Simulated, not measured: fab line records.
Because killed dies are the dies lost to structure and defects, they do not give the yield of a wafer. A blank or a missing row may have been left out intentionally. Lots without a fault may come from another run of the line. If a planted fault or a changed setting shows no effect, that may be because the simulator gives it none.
Code-filled problem report in 8D (eight disciplines) form    flow nand-harc    the parts of the form that need people (team, actions taken, sign-off) are left out

== 1. THE PROBLEM ==
At NHARC_P_GATE_CD_MEAS_26, cd-nm averages 115.9 nm over 3 wafers from 2 lots, while fault-free wafers read 120.1 nm, standard deviation 0.57. That is -7.3 standard deviations from the usual mean.
The step: target cd 120 nm.
First observed at day 7 23:19: wafer L357.1, on cd-sem-03. The record holds 31 wafers of 11 lots with a number at this step. Rule for "out" (also "out of limits"): further than 4 standard deviations from the usual mean. The rest of the wafers with a number are treated as sound.

== 2. WHAT IT IS, WHAT IT ISN'T ==
question                     is                      is not
which readings at this step  cd-nm                   -
which lots                   L357, L361              L347, L349, L350, L352, L353, L354, L356, L362, L368
which wafers of those lots   L357.1, L357.6, L361.1  L357.3
read on which gauges         cd-sem-03               cd-sem-01, cd-sem-02
when                         from day 7 23:19        up to then (22 sound wafers); but 6 sound wafers of L362, L368 came after

== 3. THE SUSPECTS, EACH WITH WHAT RULES IT OUT ==
Counting: a tool at a process step up to the reading stays a suspect if it ran every lot that is out. Sound lots after the first of them don't rule it out here, since some wafers of a struck lot are sound.
- the gauge at NHARC_P_GATE_CD_MEAS_26: kept. All the wafers that are out were read on cd-sem-03, and no step on other tools shows them out.
- litho-track-01 at NHARC_P_GATE_PEB_24 (peb time 65 s): kept. It ran every lot that is out, first L357 (day 7 23:14); its last sound lot up to then is L356 (day 6 23:53).
What counting leaves: litho-track-01 at NHARC_P_GATE_PEB_24 and cd-sem-03 at NHARC_P_GATE_CD_MEAS_26.

== 4. THE CAUSE (what the simulator had put in) ==
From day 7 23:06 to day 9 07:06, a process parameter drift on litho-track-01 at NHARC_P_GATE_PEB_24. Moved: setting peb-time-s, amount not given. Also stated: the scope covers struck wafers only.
2 suspects survive the count, and this tool is in that group.

== 5. THE CHAIN OF EFFECTS, in route order ==
One row per reading whose mean, taken over the struck wafers that have a number, lies over 3 standard deviations from the usual. Only readings whose record carries a usual standard deviation are examined. hours: median over the lots of the time between each lot's start at the first step of this table that gives one and its start at this step. sigmas: the change, counted in usual standard deviations.
hours  step                     reading  usual     on struck wafers  change  sigmas
0      NHARC_P_GATE_CD_MEAS_26  cd-nm    120.1 nm  115.9             -4.2    -7.3

== 6. HOW IT WOULD HAVE BEEN CAUGHT EARLIER ==
0 hours passed between the start of the fault at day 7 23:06 and the first reading out of limits at a measuring or inspecting step in this record, taken at day 7 23:19.
L361, from the lots that are out (2), started NHARC_P_GATE_PEB_24 on litho-track-01 later than day 7 23:19. It would have been spared by a hold on the tool at that moment.
